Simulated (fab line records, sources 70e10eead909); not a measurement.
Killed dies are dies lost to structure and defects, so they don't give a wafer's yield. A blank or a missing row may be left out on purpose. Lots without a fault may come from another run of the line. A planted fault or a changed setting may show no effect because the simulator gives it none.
Which tool did it? | flow nand_harc | 12 lots, 36 wafers sampled, at 2 steps of a route of 1302

WHAT THE GAUGES READ, wafer by wafer
NHARC_A_CONTACT_CD_MEAS_80.
lot  | measured     | on        | cd_nm (nm)
L075 | day 22 14:13 | cd_sem-01 | 290.7 289.4 289.9
L077 | day 23 13:19 | cd_sem-01 | 289.8 288.8 288.8
L080 | day 24 04:26 | cd_sem-03 | 287.7 287.3 287.5
L081 | day 25 16:00 | cd_sem-01 | 289.8 289.7 289.9
L083 | day 26 03:29 | cd_sem-03 | 291.2 290.8 291.0
L085 | day 26 18:08 | cd_sem-03 | 290.0 289.7 289.8
L088 | day 27 17:09 | cd_sem-03 | 290.4 289.1 290.4
L089 | day 27 23:17 | cd_sem-02 | 288.1 289.5 288.9
L090 | day 28 08:12 | cd_sem-02 | 288.0 288.2 289.3
L093 | day 29 21:48 | cd_sem-03 | 288.1 290.1 290.2
L095 | day 30 11:50 | cd_sem-03 | 290.9 290.2 290.2
L097 | day 31 20:59 | cd_sem-02 | 288.5 289.4 288.8

WHICH TOOL RAN EACH LOT (tool, then ch and the chambers of the sampled wafers, then the start)
lot  | NHARC_A_CONTACT_ETCH_78
L075 | rie_diel-01 ch 0,2, day 22 14:13 or earlier
L077 | rie_diel-12 ch 0,2,3, day 23 13:19 or earlier
L080 | rie_diel-12 ch 1,3, day 24 04:26 or earlier
L081 | rie_diel-12 ch 0,2, day 25 16:00 or earlier
L083 | rie_diel-01 ch 0,2,3, day 26 03:29 or earlier
L085 | rie_diel-12 ch 0,2,3, day 26 18:08 or earlier
L088 | rie_diel-07 ch 0,1,3, day 27 17:09 or earlier
L089 | rie_diel-12 ch 0,1, day 27 23:17 or earlier
L090 | rie_diel-01 ch 1,3, day 28 08:12 or earlier
L093 | rie_diel-12 ch 1,2, day 29 21:48 or earlier
L095 | rie_diel-12 ch 0,2,3, day 30 11:50 or earlier
L097 | rie_diel-12 ch 1,2,3, day 31 20:59 or earlier
- NHARC_A_CONTACT_ETCH_78: etches the open film in O2/COS, target depth 5300 nm, time 1378 s.

THE ANSWER, worked out from the rows above alone
Rule: what is usual is taken from the lots themselves. Put in order of their means at a reading, lots are off if they are a third of the lots or fewer, leave a main group of 4 or more, and stand apart from it by a gap of 3 or more times the standard deviation of the main group's means; of several such gaps the widest counts. A main group whose means are all the same, to the digits that the tables above print for the reading, isn't used. A lot without any number at a reading at which 4 lots or more have one is off too. The other lots that the step has rows for count as sound.
No lot is off at any reading shown: from this, nothing can be told.

WHAT THE SIMULATOR HAD PUT IN
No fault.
